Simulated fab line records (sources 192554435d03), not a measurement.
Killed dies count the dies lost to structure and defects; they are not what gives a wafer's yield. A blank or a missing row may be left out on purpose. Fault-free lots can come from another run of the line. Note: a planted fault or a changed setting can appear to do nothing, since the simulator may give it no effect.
Matching of chambers    flow n5 finfet    4 sister chambers for N5_BEOL_M12_ETCH_67 on rie diel-03
The step etches SiARC in CF4, target depth 143 nm, time 238.3 s. 14 wafers are shown with their chamber, then 7 later ones without.

## WAFERS PAIRED WITH THEIR CHAMBERS
wafer   chamber  throttle valve pct (%)  oes product au (a.u.)  drypump motor current A (A)
L078.1  1        15.47                   0.75                   5.6
L078.2  0        15.91                   0.67                   6.1
L078.5  3        15.37                   0.68                   5.6
L077.2  3        15.36                   0.69                   5.7
L077.3  2        15.73                   0.74                   5.5
L077.6  0        15.93                   0.67                   6.2
L080.1  2        15.75                   0.73                   5.5
L080.2  1        15.45                   0.74                   5.7
L080.3  3        15.36                   0.68                   5.6
L080.4  0        15.92                   0.67                   6.1
L080.5  1        15.46                   0.75                   5.6
L080.6  2        15.73                   0.73                   5.5
L081.3  3        15.38                   0.68                   5.6
L081.4  1        15.48                   0.75                   5.7

SIGNATURES (means of the wafers above)
reading                  chamber 0  chamber 1  chamber 2  chamber 3  scatter within a chamber
throttle valve pct       15.9200    15.4650    15.7367    15.3675    0.0111
oes product au           0.6700     0.7475     0.7333     0.6825     0.00465
drypump motor current A  6.133      5.650      5.500      5.625      0.0492
Rule: for a wafer and a chamber, the distance is found by dividing, reading by reading, the gap between the wafer's reading and the chamber's mean by the reading's scatter, squaring, summing and taking the root. The wafer belongs to the nearest chamber; if the next one is less than 2 further off, it can't be placed. The scatter is the square root of a quotient: the sum, over the shown wafers, of each reading's squared deviation from its chamber's mean, divided by wafers minus chambers.

## WAFERS WHOSE CHAMBER IS MISSING
wafer   throttle valve pct (%)  oes product au (a.u.)  drypump motor current A (A)
L081.5  15.49                   0.74                   5.6
L083.4  15.39                   0.68                   5.6
L083.5  15.76                   0.73                   5.5
L083.6  15.49                   0.74                   5.6
L095.4  15.45                   0.65                   5.7
L095.5  15.82                   0.70                   5.5
L095.6  15.44                   0.65                   5.7

## EACH ONE'S CHAMBER
wafer   from the rows above  in truth
L081.5  1                    1
L083.4  3                    3
L083.5  2                    2
L083.6  1                    1
L095.4  3                    3
L095.5  2                    2
L095.6  3                    3
Placed correctly: 7 of 7. Not placeable from these rows: 0. Number placed wrongly: 0.
